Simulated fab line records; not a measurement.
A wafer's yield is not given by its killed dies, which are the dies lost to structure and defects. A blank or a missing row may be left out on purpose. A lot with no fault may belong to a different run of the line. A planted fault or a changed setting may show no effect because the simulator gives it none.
The tool behind it: which one? + flow n5-finfet + 24 lots, 72 wafers sampled, at 2 steps of a route of 1938

WHAT EACH GAUGE READ, for each wafer
N5_BEOL_M5_CD_MEAS_18: pitch 56 nm, target cd 28 nm. Usual: cd-nm at 28.1 nm, with a standard deviation of 0.33.
| lot  | measured     | on        | cd-nm (nm)     | flag |
|------|--------------|-----------|----------------|------|
| L075 | day 13 21:50 | cd-sem-01 | 28.2 28.3 28.1 |      |
| L078 | day 14 07:29 | cd-sem-01 | 27.8 27.8 28.0 |      |
| L077 | day 14 23:47 | cd-sem-02 | 27.0 27.4 27.8 |      |
| L084 | day 15 01:48 | cd-sem-02 | 28.6 28.0 27.9 |      |
| L074 | day 15 14:17 | cd-sem-02 | 28.0 27.8 27.9 |      |
| L079 | day 15 20:18 | cd-sem-02 | 28.4 28.3 28.6 |      |
| L080 | day 16 03:54 | cd-sem-03 | 28.6 27.8 28.7 |      |
| L076 | day 16 14:28 | cd-sem-02 | 27.8 28.1 28.2 |      |
| L083 | day 17 03:34 | cd-sem-03 | 28.1 28.5 28.1 |      |
| L081 | day 17 07:46 | cd-sem-02 | 28.8 28.5 28.6 |      |
| L082 | day 17 10:14 | cd-sem-01 | 28.0 28.3 27.7 |      |
| L085 | day 17 15:45 | cd-sem-03 | 28.4 27.9 27.9 |      |
| L091 | day 17 19:56 | cd-sem-03 | 27.7 28.3 28.3 |      |
| L087 | day 17 20:08 | cd-sem-01 | 28.0 28.5 28.1 |      |
| L086 | day 17 23:01 | cd-sem-02 | 27.9 28.1 28.4 |      |
| L090 | day 17 23:38 | cd-sem-03 | 28.6 28.2 28.3 |      |
| L088 | day 18 06:20 | cd-sem-01 | 28.5 28.0 27.7 |      |
| L089 | day 18 10:32 | cd-sem-02 | 28.1 28.6 27.8 |      |
| L093 | day 19 06:30 | cd-sem-02 | 28.0 28.1 27.6 |      |
| L092 | day 19 06:42 | cd-sem-01 | 27.7 28.4 28.2 |      |
| L095 | day 19 07:22 | cd-sem-02 | 27.9 28.4 27.9 |      |
| L094 | day 20 09:42 | cd-sem-01 | 28.2 28.3 28.2 |      |
| L096 | day 20 09:55 | cd-sem-03 | 27.6 28.1 28.3 |      |
| L097 | day 20 18:10 | cd-sem-02 | 28.2 28.5 28.3 |      |

N5_BEOL_M5_CD_MEAS_28: target cd 30.6 nm, target cd y 20 nm. Usual: cd-nm at 30.61 nm, with a standard deviation of 0.25.
| lot  | measured     | on        | cd-nm (nm)        | flag |
|------|--------------|-----------|-------------------|------|
| L075 | day 13 23:29 | cd-sem-01 | 30.67 30.62 30.36 |      |
| L078 | day 14 08:21 | cd-sem-02 | 31.03 30.44 30.58 |      |
| L077 | day 15 00:52 | cd-sem-02 | 30.40 31.27 30.64 |      |
| L084 | day 15 04:44 | cd-sem-02 | 30.41 30.47 30.25 |      |
| L074 | day 15 14:53 | cd-sem-01 | 30.63 30.71 30.81 |      |
| L079 | day 15 20:46 | cd-sem-03 | 30.58 30.76 30.87 |      |
| L080 | day 16 04:27 | cd-sem-02 | 30.73 30.61 30.38 |      |
| L076 | day 16 14:58 | cd-sem-02 | 30.58 30.91 30.82 |      |
| L083 | day 17 06:04 | cd-sem-01 | 30.63 30.56 30.65 |      |
| L081 | day 17 08:05 | cd-sem-03 | 30.34 30.72 29.96 |      |
| L082 | day 17 13:42 | cd-sem-02 | 30.20 30.35 30.17 |      |
| L085 | day 17 18:43 | cd-sem-03 | 30.65 30.81 30.65 |      |
| L091 | day 17 21:10 | cd-sem-02 | 30.71 30.85 30.43 |      |
| L087 | day 17 21:07 | cd-sem-01 | 30.45 30.94 30.46 |      |
| L086 | day 18 03:49 | cd-sem-03 | 31.01 30.99 30.87 |      |
| L090 | day 18 03:59 | cd-sem-02 | 30.48 30.06 30.90 |      |
| L088 | day 18 09:12 | cd-sem-02 | 30.53 30.63 30.55 |      |
| L089 | day 18 12:23 | cd-sem-01 | 30.70 30.62 30.22 |      |
| L093 | day 19 09:13 | cd-sem-02 | 30.54 30.45 30.68 |      |
| L092 | day 19 09:10 | cd-sem-03 | 30.83 30.26 30.38 |      |
| L095 | day 19 09:24 | cd-sem-02 | 30.58 30.77 30.75 |      |
| L094 | day 20 10:14 | cd-sem-01 | 30.59 30.76 30.31 |      |
| L096 | day 20 10:37 | cd-sem-01 | 30.41 30.85 30.88 |      |
| L097 | day 20 18:37 | cd-sem-02 | 30.55 30.58 30.47 |      |

WHAT TOOL EACH LOT RAN ON (gives the tool, then ch and the chambers of the sampled wafers, and finally the start)
Record: no process step prior to these readings.

AS READ BY THE TOOLS THEMSELVES (means over the sampled wafers that have a number; for cases with no such wafer, the mark the record gives instead)
The record holds no such reading with a usual standard deviation.

THE ANSWER, worked out from the rows above alone
Rule: a lot is off if the mean of its wafers that have a number lies more than 3 standard deviations from the usual mean. Also off: a lot with no number at a reading for which 4 or more lots have one. All remaining lots with rows at the step are treated as sound. First the gauges in route order, then the tools' own readings, where a lot's mean is used as printed above. The first step at which some lot is off is used, and at that step the reading that is off furthest; a lot without a number counts as furthest.
Across all readings shown, no lot is off: no conclusion can be drawn from this.

WHAT THE SIMULATOR HAD PUT IN
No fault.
